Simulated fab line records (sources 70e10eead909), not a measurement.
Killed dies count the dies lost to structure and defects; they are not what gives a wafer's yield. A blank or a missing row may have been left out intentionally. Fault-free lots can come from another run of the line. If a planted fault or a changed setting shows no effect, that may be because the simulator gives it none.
Which tool did it? / flow nandHarc / 24 lots with 72 wafers sampled at 4 steps, on a route of 1159 steps

## WHAT EACH GAUGE READ, for each wafer
NHARC_A_CHANNEL_HOLE_D1_CD_MEAS_18. Usual: 97.6 nm for cdNm, sd 2.8.
lot=L074; measured=day 8 07:06; on=cdSem-03; cdNm (nm)=96.8 100.0 100.1; flag=
lot=L075; measured=day 8 15:04; on=cdSem-03; cdNm (nm)=97.7 100.3 94.9; flag=
lot=L076; measured=day 8 18:46; on=cdSem-03; cdNm (nm)=99.6 93.5 95.0; flag=
lot=L077; measured=day 8 22:04; on=cdSem-01; cdNm (nm)=102.0 102.7 98.7; flag=
lot=L078; measured=day 9 08:22; on=cdSem-03; cdNm (nm)=100.3 98.7 99.8; flag=
lot=L079; measured=day 9 18:50; on=cdSem-03; cdNm (nm)=100.1 98.1 99.0; flag=
lot=L080; measured=day 9 18:40; on=cdSem-01; cdNm (nm)=96.8 98.4 96.2; flag=
lot=L081; measured=day 10 04:01; on=cdSem-02; cdNm (nm)=99.7 98.7 100.2; flag=
lot=L082; measured=day 10 03:44; on=cdSem-02; cdNm (nm)=95.3 99.4 98.8; flag=
lot=L083; measured=day 10 14:31; on=cdSem-01; cdNm (nm)=98.4 101.3 99.6; flag=
lot=L084; measured=day 10 14:20; on=cdSem-03; cdNm (nm)=104.3 95.3 96.9; flag=
lot=L085; measured=day 11 09:50; on=cdSem-02; cdNm (nm)=101.5 91.1 97.2; flag=
lot=L087; measured=day 11 09:31; on=cdSem-01; cdNm (nm)=95.1 101.3 102.4; flag=
lot=L086; measured=day 11 10:04; on=cdSem-03; cdNm (nm)=100.0 97.1 94.1; flag=
lot=L088; measured=day 11 21:28; on=cdSem-03; cdNm (nm)=102.0 95.1 93.4; flag=
lot=L089; measured=day 12 05:23; on=cdSem-03; cdNm (nm)=101.0 101.1 96.8; flag=
lot=L090; measured=day 12 05:14; on=cdSem-02; cdNm (nm)=96.4 95.1 95.3; flag=
lot=L091; measured=day 12 05:50; on=cdSem-01; cdNm (nm)=100.2 95.3 100.1; flag=
lot=L092; measured=day 12 17:37; on=cdSem-01; cdNm (nm)=96.6 93.1 97.5; flag=
lot=L093; measured=day 13 03:29; on=cdSem-01; cdNm (nm)=94.8 97.0 90.7; flag=
lot=L094; measured=day 13 03:41; on=cdSem-01; cdNm (nm)=92.7 101.7 99.9; flag=
lot=L096; measured=day 13 16:48; on=cdSem-01; cdNm (nm)=102.3 99.7 100.7; flag=
lot=L095; measured=day 13 18:44; on=cdSem-02; cdNm (nm)=98.4 97.0 99.4; flag=
lot=L097; measured=day 13 17:01; on=cdSem-02; cdNm (nm)=101.7 90.8 95.4; flag=

## EACH LOT AND THE TOOL THAT RAN IT (in order: tool; ch and the chambers of the sampled wafers; start)
lot=L074; NHARC_P_M2_PRE_CLEAN_30=pvdSputter-01, day 6 08:53 or earlier; NHARC_P_BONDPAD_ETCH_37=rieDiel-03 ch 0,1,3, day 6 08:53; NHARC_A_CHANNEL_HOLE_D1_DEP_00=aclDep-03 ch 0, day 8 03:08
lot=L075; NHARC_P_M2_PRE_CLEAN_30=pvdSputter-03, day 6 17:08 or earlier; NHARC_P_BONDPAD_ETCH_37=rieDiel-03 ch 0,2,3, day 6 17:08; NHARC_A_CHANNEL_HOLE_D1_DEP_00=aclDep-01 ch 0, day 8 11:20
lot=L076; NHARC_P_M2_PRE_CLEAN_30=pvdSputter-02, day 6 18:59 or earlier; NHARC_P_BONDPAD_ETCH_37=rieDiel-13 ch 0,2,3, day 6 18:59; NHARC_A_CHANNEL_HOLE_D1_DEP_00=aclDep-02 ch 0, day 8 14:45
lot=L077; NHARC_P_M2_PRE_CLEAN_30=pvdSputter-03, day 7 01:23 or earlier; NHARC_P_BONDPAD_ETCH_37=rieDiel-13 ch 1,2, day 7 01:23; NHARC_A_CHANNEL_HOLE_D1_DEP_00=aclDep-01 ch 0, day 8 18:13
lot=L078; NHARC_P_M2_PRE_CLEAN_30=pvdSputter-03, day 7 11:24 or earlier; NHARC_P_BONDPAD_ETCH_37=rieDiel-03 ch 1,2,3, day 7 11:24; NHARC_A_CHANNEL_HOLE_D1_DEP_00=aclDep-01 ch 0, day 9 05:10
lot=L079; NHARC_P_M2_PRE_CLEAN_30=pvdSputter-03, day 7 19:22 or earlier; NHARC_P_BONDPAD_ETCH_37=rieDiel-03 ch 2,3, day 7 19:22; NHARC_A_CHANNEL_HOLE_D1_DEP_00=aclDep-01 ch 0, day 9 14:52
lot=L080; NHARC_P_M2_PRE_CLEAN_30=pvdSputter-02, day 7 22:17 or earlier; NHARC_P_BONDPAD_ETCH_37=rieDiel-01 ch 0,1,3, day 7 22:17; NHARC_A_CHANNEL_HOLE_D1_DEP_00=aclDep-02 ch 0, day 9 15:02
lot=L081; NHARC_P_M2_PRE_CLEAN_30=pvdSputter-03, day 8 08:00 or earlier; NHARC_P_BONDPAD_ETCH_37=rieDiel-03 ch 2,3, day 8 08:00; NHARC_A_CHANNEL_HOLE_D1_DEP_00=aclDep-01 ch 0, day 10 00:17
lot=L082; NHARC_P_M2_PRE_CLEAN_30=pvdSputter-02, day 8 08:34 or earlier; NHARC_P_BONDPAD_ETCH_37=rieDiel-03 ch 1,3, day 8 08:34; NHARC_A_CHANNEL_HOLE_D1_DEP_00=aclDep-03 ch 0, day 10 00:14
lot=L083; NHARC_P_M2_PRE_CLEAN_30=pvdSputter-02, day 8 19:34 or earlier; NHARC_P_BONDPAD_ETCH_37=rieDiel-03 ch 0,2,3, day 8 19:34; NHARC_A_CHANNEL_HOLE_D1_DEP_00=aclDep-02 ch 0, day 10 10:53
lot=L084; NHARC_P_M2_PRE_CLEAN_30=pvdSputter-03, day 8 20:34 or earlier; NHARC_P_BONDPAD_ETCH_37=rieDiel-03 ch 0,1,3, day 8 20:34; NHARC_A_CHANNEL_HOLE_D1_DEP_00=aclDep-01 ch 0, day 10 10:25
lot=L085; NHARC_P_M2_PRE_CLEAN_30=pvdSputter-01, day 9 09:28 or earlier; NHARC_P_BONDPAD_ETCH_37=rieDiel-03 ch 1,2,3, day 9 09:28; NHARC_A_CHANNEL_HOLE_D1_DEP_00=aclDep-03 ch 0, day 11 05:50
lot=L087; NHARC_P_M2_PRE_CLEAN_30=pvdSputter-03, day 9 10:42 or earlier; NHARC_P_BONDPAD_ETCH_37=rieDiel-03 ch 0,2,3, day 9 10:42; NHARC_A_CHANNEL_HOLE_D1_DEP_00=aclDep-01 ch 0, day 11 05:32
lot=L086; NHARC_P_M2_PRE_CLEAN_30=pvdSputter-03, day 9 11:20 or earlier; NHARC_P_BONDPAD_ETCH_37=rieDiel-01 ch 0,2,3, day 9 11:20; NHARC_A_CHANNEL_HOLE_D1_DEP_00=aclDep-02 ch 0, day 11 06:07
lot=L088; NHARC_P_M2_PRE_CLEAN_30=pvdSputter-01, day 9 19:52 or earlier; NHARC_P_BONDPAD_ETCH_37=rieDiel-03 ch 2,3, day 9 19:52; NHARC_A_CHANNEL_HOLE_D1_DEP_00=aclDep-03 ch 0, day 11 17:37
lot=L089; NHARC_P_M2_PRE_CLEAN_30=pvdSputter-01, day 10 10:05 or earlier; NHARC_P_BONDPAD_ETCH_37=rieDiel-13 ch 2,3, day 10 10:05; NHARC_A_CHANNEL_HOLE_D1_DEP_00=aclDep-01 ch 0, day 12 01:46
lot=L090; NHARC_P_M2_PRE_CLEAN_30=pvdSputter-01, day 10 12:32 or earlier; NHARC_P_BONDPAD_ETCH_37=rieDiel-03 ch 0,1,3, day 10 12:32; NHARC_A_CHANNEL_HOLE_D1_DEP_00=aclDep-03 ch 0, day 12 01:25
lot=L091; NHARC_P_M2_PRE_CLEAN_30=pvdSputter-01, day 10 13:23 or earlier; NHARC_P_BONDPAD_ETCH_37=rieDiel-03 ch 1,2,3, day 10 13:23; NHARC_A_CHANNEL_HOLE_D1_DEP_00=aclDep-02 ch 0, day 12 02:13
lot=L092; NHARC_P_M2_PRE_CLEAN_30=pvdSputter-02, day 10 22:47 or earlier; NHARC_P_BONDPAD_ETCH_37=rieDiel-03 ch 2,3, day 10 22:47; NHARC_A_CHANNEL_HOLE_D1_DEP_00=aclDep-02 ch 0, day 12 14:05
lot=L093; NHARC_P_M2_PRE_CLEAN_30=pvdSputter-03, day 11 08:10 or earlier; NHARC_P_BONDPAD_ETCH_37=rieDiel-03 ch 0,2,3, day 11 08:10; NHARC_A_CHANNEL_HOLE_D1_DEP_00=aclDep-03 ch 0, day 12 23:52
lot=L094; NHARC_P_M2_PRE_CLEAN_30=pvdSputter-03, day 11 08:38 or earlier; NHARC_P_BONDPAD_ETCH_37=rieDiel-01 ch 1,2, day 11 08:38; NHARC_A_CHANNEL_HOLE_D1_DEP_00=aclDep-01 ch 0, day 12 23:47
lot=L096; NHARC_P_M2_PRE_CLEAN_30=pvdSputter-02, day 11 16:43 or earlier; NHARC_P_BONDPAD_ETCH_37=rieDiel-03 ch 0,1,3, day 11 16:43; NHARC_A_CHANNEL_HOLE_D1_DEP_00=aclDep-02 ch 0, day 13 13:29
lot=L095; NHARC_P_M2_PRE_CLEAN_30=pvdSputter-03, day 11 16:55 or earlier; NHARC_P_BONDPAD_ETCH_37=rieDiel-01 ch 0,3, day 11 16:55; NHARC_A_CHANNEL_HOLE_D1_DEP_00=aclDep-02 ch 0, day 13 15:05
lot=L097; NHARC_P_M2_PRE_CLEAN_30=pvdSputter-02, day 11 20:15 or earlier; NHARC_P_BONDPAD_ETCH_37=rieDiel-03 ch 1,3, day 11 20:15; NHARC_A_CHANNEL_HOLE_D1_DEP_00=aclDep-03 ch 0, day 13 13:25
- NHARC_P_M2_PRE_CLEAN_30: time 30 s.
- NHARC_P_BONDPAD_ETCH_37: etches the open film in N2/H2, target depth 60 nm, overetch 18 nm, time 65.91 s.
- NHARC_A_CHANNEL_HOLE_D1_DEP_00: deposits aC, target thk 3100 nm.

## WHAT THE TOOLS THEMSELVES READ (means of the sampled wafers that have a number; where no wafer has one, the mark that the record gives instead)
NHARC_P_M2_PRE_CLEAN_30. Usual: 417 W for heaterPowerW, sd 27.
lot=L074; tool=pvdSputter-01; heaterPowerW (W)=427; flag=
lot=L075; tool=pvdSputter-03; heaterPowerW (W)=414; flag=
lot=L076; tool=pvdSputter-02; heaterPowerW (W)=394; flag=
lot=L077; tool=pvdSputter-03; heaterPowerW (W)=392; flag=
lot=L078; tool=pvdSputter-03; heaterPowerW (W)=391; flag=
lot=L079; tool=pvdSputter-03; heaterPowerW (W)=399; flag=
lot=L080; tool=pvdSputter-02; heaterPowerW (W)=427; flag=
lot=L081; tool=pvdSputter-03; heaterPowerW (W)=412; flag=
lot=L082; tool=pvdSputter-02; heaterPowerW (W)=437; flag=
lot=L083; tool=pvdSputter-02; heaterPowerW (W)=397; flag=
lot=L084; tool=pvdSputter-03; heaterPowerW (W)=392; flag=
lot=L085; tool=pvdSputter-01; heaterPowerW (W)=433; flag=
lot=L087; tool=pvdSputter-03; heaterPowerW (W)=392; flag=
lot=L086; tool=pvdSputter-03; heaterPowerW (W)=407; flag=
lot=L088; tool=pvdSputter-01; heaterPowerW (W)=428; flag=
lot=L089; tool=pvdSputter-01; heaterPowerW (W)=423; flag=
lot=L090; tool=pvdSputter-01; heaterPowerW (W)=442; flag=
lot=L091; tool=pvdSputter-01; heaterPowerW (W)=437; flag=
lot=L092; tool=pvdSputter-02; heaterPowerW (W)=428; flag=
lot=L093; tool=pvdSputter-03; heaterPowerW (W)=395; flag=
lot=L094; tool=pvdSputter-03; heaterPowerW (W)=384; flag=
lot=L096; tool=pvdSputter-02; heaterPowerW (W)=423; flag=
lot=L095; tool=pvdSputter-03; heaterPowerW (W)=430; flag=
lot=L097; tool=pvdSputter-02; heaterPowerW (W)=396; flag=

NHARC_P_BONDPAD_ETCH_37. Usual: for drypumpMotorCurrentA, 5.4 A with a standard deviation of 0.47; for h2FlowSccm, 150.0 sccm with a standard deviation of 0.44; for mfcArSccm, 0.018 sccm with a standard deviation of 0.013; for oesProductAu, 0.996 a.u. with a standard deviation of 0.014; for rfVppV, 432.1 V with a standard deviation of 2.2; for showerheadPlenumPTorr, 2.10 Torr with a standard deviation of 0.078; for throttleValvePct, 14.171 % with a standard deviation of 0.0097.
lot=L074; tool=rieDiel-03; drypumpMotorCurrentA (A)=5.3; h2FlowSccm (sccm)=149.7; mfcArSccm (sccm)=0.017; oesProductAu (a.u.)=0.991; rfVppV (V)=431.6; showerheadPlenumPTorr (Torr)=2.08; throttleValvePct (%)=14.167; flag=
lot=L075; tool=rieDiel-03; drypumpMotorCurrentA (A)=5.1; h2FlowSccm (sccm)=149.9; mfcArSccm (sccm)=0.027; oesProductAu (a.u.)=0.994; rfVppV (V)=432.1; showerheadPlenumPTorr (Torr)=2.12; throttleValvePct (%)=14.173; flag=
lot=L076; tool=rieDiel-13; drypumpMotorCurrentA (A)=5.8; h2FlowSccm (sccm)=150.1; mfcArSccm (sccm)=0.000; oesProductAu (a.u.)=1.000; rfVppV (V)=432.5; showerheadPlenumPTorr (Torr)=2.10; throttleValvePct (%)=14.174; flag=
lot=L077; tool=rieDiel-13; drypumpMotorCurrentA (A)=5.3; h2FlowSccm (sccm)=150.2; mfcArSccm (sccm)=0.000; oesProductAu (a.u.)=0.999; rfVppV (V)=431.4; showerheadPlenumPTorr (Torr)=2.09; throttleValvePct (%)=14.167; flag=
lot=L078; tool=rieDiel-03; drypumpMotorCurrentA (A)=5.1; h2FlowSccm (sccm)=150.0; mfcArSccm (sccm)=0.017; oesProductAu (a.u.)=0.991; rfVppV (V)=432.2; showerheadPlenumPTorr (Torr)=2.12; throttleValvePct (%)=14.173; flag=
lot=L079; tool=rieDiel-03; drypumpMotorCurrentA (A)=4.9; h2FlowSccm (sccm)=149.9; mfcArSccm (sccm)=0.025; oesProductAu (a.u.)=0.991; rfVppV (V)=434.2; showerheadPlenumPTorr (Torr)=2.18; throttleValvePct (%)=14.177; flag=
lot=L080; tool=rieDiel-01; drypumpMotorCurrentA (A)=5.8; h2FlowSccm (sccm)=150.2; mfcArSccm (sccm)=0.014; oesProductAu (a.u.)=1.003; rfVppV (V)=430.3; showerheadPlenumPTorr (Torr)=2.04; throttleValvePct (%)=14.174; flag=
lot=L081; tool=rieDiel-03; drypumpMotorCurrentA (A)=4.9; h2FlowSccm (sccm)=149.7; mfcArSccm (sccm)=0.027; oesProductAu (a.u.)=0.992; rfVppV (V)=432.8; showerheadPlenumPTorr (Torr)=2.16; throttleValvePct (%)=14.168; flag=
lot=L082; tool=rieDiel-03; drypumpMotorCurrentA (A)=5.0; h2FlowSccm (sccm)=150.1; mfcArSccm (sccm)=0.015; oesProductAu (a.u.)=0.983; rfVppV (V)=433.3; showerheadPlenumPTorr (Torr)=2.14; throttleValvePct (%)=14.176; flag=
lot=L083; tool=rieDiel-03; drypumpMotorCurrentA (A)=5.1; h2FlowSccm (sccm)=150.3; mfcArSccm (sccm)=0.027; oesProductAu (a.u.)=0.995; rfVppV (V)=431.7; showerheadPlenumPTorr (Torr)=2.12; throttleValvePct (%)=14.159; flag=
lot=L084; tool=rieDiel-03; drypumpMotorCurrentA (A)=5.3; h2FlowSccm (sccm)=149.9; mfcArSccm (sccm)=0.017; oesProductAu (a.u.)=0.998; rfVppV (V)=431.4; showerheadPlenumPTorr (Torr)=2.08; throttleValvePct (%)=14.167; flag=
lot=L085; tool=rieDiel-03; drypumpMotorCurrentA (A)=5.1; h2FlowSccm (sccm)=150.2; mfcArSccm (sccm)=0.017; oesProductAu (a.u.)=0.977; rfVppV (V)=432.8; showerheadPlenumPTorr (Torr)=2.12; throttleValvePct (%)=14.172; flag=
lot=L087; tool=rieDiel-03; drypumpMotorCurrentA (A)=5.1; h2FlowSccm (sccm)=149.7; mfcArSccm (sccm)=0.027; oesProductAu (a.u.)=0.990; rfVppV (V)=432.6; showerheadPlenumPTorr (Torr)=2.12; throttleValvePct (%)=14.170; flag=
lot=L086; tool=rieDiel-01; drypumpMotorCurrentA (A)=5.7; h2FlowSccm (sccm)=150.6; mfcArSccm (sccm)=0.018; oesProductAu (a.u.)=1.006; rfVppV (V)=433.0; showerheadPlenumPTorr (Torr)=2.11; throttleValvePct (%)=14.173; flag=
lot=L088; tool=rieDiel-03; drypumpMotorCurrentA (A)=4.9; h2FlowSccm (sccm)=150.6; mfcArSccm (sccm)=0.025; oesProductAu (a.u.)=0.983; rfVppV (V)=434.9; showerheadPlenumPTorr (Torr)=2.18; throttleValvePct (%)=14.171; flag=
lot=L089; tool=rieDiel-13; drypumpMotorCurrentA (A)=5.4; h2FlowSccm (sccm)=150.2; mfcArSccm (sccm)=0.000; oesProductAu (a.u.)=0.998; rfVppV (V)=431.1; showerheadPlenumPTorr (Torr)=2.02; throttleValvePct (%)=14.172; flag=
lot=L090; tool=rieDiel-03; drypumpMotorCurrentA (A)=5.3; h2FlowSccm (sccm)=150.1; mfcArSccm (sccm)=0.017; oesProductAu (a.u.)=1.009; rfVppV (V)=430.3; showerheadPlenumPTorr (Torr)=2.08; throttleValvePct (%)=14.173; flag=
lot=L091; tool=rieDiel-03; drypumpMotorCurrentA (A)=5.1; h2FlowSccm (sccm)=150.2; mfcArSccm (sccm)=0.017; oesProductAu (a.u.)=0.994; rfVppV (V)=432.2; showerheadPlenumPTorr (Torr)=2.12; throttleValvePct (%)=14.166; flag=
lot=L092; tool=rieDiel-03; drypumpMotorCurrentA (A)=4.9; h2FlowSccm (sccm)=149.6; mfcArSccm (sccm)=0.027; oesProductAu (a.u.)=0.984; rfVppV (V)=433.6; showerheadPlenumPTorr (Torr)=2.15; throttleValvePct (%)=14.163; flag=
lot=L093; tool=rieDiel-03; drypumpMotorCurrentA (A)=5.1; h2FlowSccm (sccm)=150.2; mfcArSccm (sccm)=0.027; oesProductAu (a.u.)=1.004; rfVppV (V)=432.2; showerheadPlenumPTorr (Torr)=2.12; throttleValvePct (%)=14.168; flag=
lot=L094; tool=rieDiel-01; drypumpMotorCurrentA (A)=5.8; h2FlowSccm (sccm)=150.3; mfcArSccm (sccm)=0.031; oesProductAu (a.u.)=1.000; rfVppV (V)=432.5; showerheadPlenumPTorr (Torr)=2.08; throttleValvePct (%)=14.181; flag=
lot=L096; tool=rieDiel-03; drypumpMotorCurrentA (A)=5.3; h2FlowSccm (sccm)=149.9; mfcArSccm (sccm)=0.017; oesProductAu (a.u.)=1.005; rfVppV (V)=431.7; showerheadPlenumPTorr (Torr)=2.08; throttleValvePct (%)=14.171; flag=
lot=L095; tool=rieDiel-01; drypumpMotorCurrentA (A)=5.9; h2FlowSccm (sccm)=150.5; mfcArSccm (sccm)=0.006; oesProductAu (a.u.)=0.999; rfVppV (V)=431.6; showerheadPlenumPTorr (Torr)=2.08; throttleValvePct (%)=14.169; flag=
lot=L097; tool=rieDiel-03; drypumpMotorCurrentA (A)=5.3; h2FlowSccm (sccm)=150.3; mfcArSccm (sccm)=0.007; oesProductAu (a.u.)=0.997; rfVppV (V)=430.4; showerheadPlenumPTorr (Torr)=2.08; throttleValvePct (%)=14.177; flag=

NHARC_A_CHANNEL_HOLE_D1_DEP_00. Usual: 35.001 % for throttleValvePct, sd 0.0086.
lot=L074; tool=aclDep-03; throttleValvePct (%)=34.998; flag=
lot=L075; tool=aclDep-01; throttleValvePct (%)=34.996; flag=
lot=L076; tool=aclDep-02; throttleValvePct (%)=35.006; flag=
lot=L077; tool=aclDep-01; throttleValvePct (%)=35.005; flag=
lot=L078; tool=aclDep-01; throttleValvePct (%)=35.008; flag=
lot=L079; tool=aclDep-01; throttleValvePct (%)=34.994; flag=
lot=L080; tool=aclDep-02; throttleValvePct (%)=35.000; flag=
lot=L081; tool=aclDep-01; throttleValvePct (%)=35.007; flag=
lot=L082; tool=aclDep-03; throttleValvePct (%)=34.998; flag=
lot=L083; tool=aclDep-02; throttleValvePct (%)=35.005; flag=
lot=L084; tool=aclDep-01; throttleValvePct (%)=34.997; flag=
lot=L085; tool=aclDep-03; throttleValvePct (%)=35.006; flag=
lot=L087; tool=aclDep-01; throttleValvePct (%)=35.005; flag=
lot=L086; tool=aclDep-02; throttleValvePct (%)=35.002; flag=
lot=L088; tool=aclDep-03; throttleValvePct (%)=34.995; flag=
lot=L089; tool=aclDep-01; throttleValvePct (%)=35.003; flag=
lot=L090; tool=aclDep-03; throttleValvePct (%)=34.993; flag=
lot=L091; tool=aclDep-02; throttleValvePct (%)=35.000; flag=
lot=L092; tool=aclDep-02; throttleValvePct (%)=35.003; flag=
lot=L093; tool=aclDep-03; throttleValvePct (%)=34.997; flag=
lot=L094; tool=aclDep-01; throttleValvePct (%)=35.004; flag=
lot=L096; tool=aclDep-02; throttleValvePct (%)=35.007; flag=
lot=L095; tool=aclDep-02; throttleValvePct (%)=34.999; flag=
lot=L097; tool=aclDep-03; throttleValvePct (%)=35.012; flag=

## THE ANSWER, worked out from the rows above alone
Rule: lot off if the mean of its wafers having a number is beyond 3 standard deviations from the usual mean. A lot without any number at a reading at which 4 lots or more have one is off too. Any other lot the step has rows for is counted as sound. After the gauges, taken in route order, come the tools' own readings; for these a lot's mean is taken, as printed above. The first step at which some lot is off is used, and at that step the reading that is off furthest; a lot without a number counts as furthest.
Across all readings shown, no lot is off: no conclusion can be drawn from this.

## WHAT THE SIMULATOR HAD PUT IN
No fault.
